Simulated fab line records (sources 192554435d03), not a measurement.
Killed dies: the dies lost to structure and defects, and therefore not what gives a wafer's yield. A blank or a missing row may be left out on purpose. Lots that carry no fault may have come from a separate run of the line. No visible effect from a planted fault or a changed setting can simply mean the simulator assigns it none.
A single fault, viewed from 2 desks + flow n5-finfet + numbers are kept per desk, each desk with only its own; the story behind them comes last

TOOL OWNER'S DESK, pvd-sputter-02
Per lot that ran on this tool, the mean of the sampled wafers carrying a number, from the tool's own readings at N5_BEOL_M4_ANNEAL_80 (time 240 s). If a lot's mean is further than 4 standard deviations from the usual mean, the lot is out of limits and carries the mark OUT (the distance appears in the brackets).
Columns: A = heater-power-w at N5_BEOL_M4_ANNEAL_80, usual 819 W; B = susceptor-temp-C at N5_BEOL_M4_ANNEAL_80, usual 400.03 C
| lot  | first seen here | A   | B      |
|------|-----------------|-----|--------|
| L763 | day 7 11:13     | 855 | 399.72 |
| L775 | day 11 05:11    | 849 | 400.05 |
| L783 | day 12 19:37    | 847 | 400.11 |
| L786 | day 13 15:58    | 854 | 400.05 |
Result from this desk: across the 4 lots, nothing is out of limits.

AT THE METROLOGY DESK
Means of the sampled wafers that have a number, per lot and without regard to the tool the lot ran on: this is what the gauges read. If a lot's mean is further than 4 standard deviations from the usual mean, the lot is out of limits and carries the mark OUT (the distance appears in the brackets). Shown here are 7 of its 10 readings, the ones lying furthest out on some lot.
Columns: A = DIBL_N at N5_BEOL_M4_RC_MEAS_101, usual 36.3 mV/V; B = DIBL_P at N5_BEOL_M4_RC_MEAS_101, usual 36.7 mV/V; C = ION_N at N5_BEOL_M4_RC_MEAS_101, usual 673 uA/um; D = ION_P at N5_BEOL_M4_RC_MEAS_101, usual 461 uA/um; E = SS_P at N5_BEOL_M4_RC_MEAS_101, usual 73.3 mV/dec; F = VT_N at N5_BEOL_M4_RC_MEAS_101, usual 249.4 mV; G = VT_P at N5_BEOL_M4_RC_MEAS_101, usual -250.0 mV
| lot  | first seen here | A    | B    | C   | D   | E    | F     | G      |
|------|-----------------|------|------|-----|-----|------|-------|--------|
| L763 | day 7 14:05     | 36.1 | 35.3 | 661 | 453 | 73.6 | 249.7 | -252.7 |
| L770 | day 10 09:23    | 35.5 | 36.5 | 670 | 460 | 73.1 | 250.5 | -248.8 |
| L773 | day 10 14:32    | 35.5 | 36.4 | 678 | 464 | 73.5 | 248.4 | -250.2 |
| L775 | day 11 07:54    | 37.1 | 35.7 | 666 | 453 | 73.3 | 250.0 | -251.0 |
| L777 | day 11 14:03    | 36.8 | 36.5 | 675 | 462 | 73.5 | 251.0 | -249.7 |
| L776 | day 11 14:11    | 37.5 | 38.7 | 664 | 455 | 73.3 | 248.5 | -251.8 |
| L778 | day 11 19:55    | 35.8 | 36.5 | 670 | 466 | 73.3 | 252.1 | -247.1 |
| L779 | day 12 05:11    | 35.1 | 35.0 | 670 | 462 | 72.9 | 250.4 | -249.4 |
| L783 | day 12 22:19    | 38.2 | 37.0 | 670 | 460 | 73.4 | 247.1 | -247.9 |
| L784 | day 13 12:11    | 36.8 | 37.8 | 673 | 462 | 73.6 | 246.4 | -248.6 |
| L786 | day 13 19:11    | 37.0 | 38.8 | 678 | 466 | 73.9 | 249.9 | -250.6 |
Result from this desk: across the 11 lots, nothing is out of limits.

ALL TOGETHER
Nothing out of limits was seen by the tool owner's desk.
Metrology desk: nothing out of limits seen.

WHAT THE SIMULATOR PUT IN
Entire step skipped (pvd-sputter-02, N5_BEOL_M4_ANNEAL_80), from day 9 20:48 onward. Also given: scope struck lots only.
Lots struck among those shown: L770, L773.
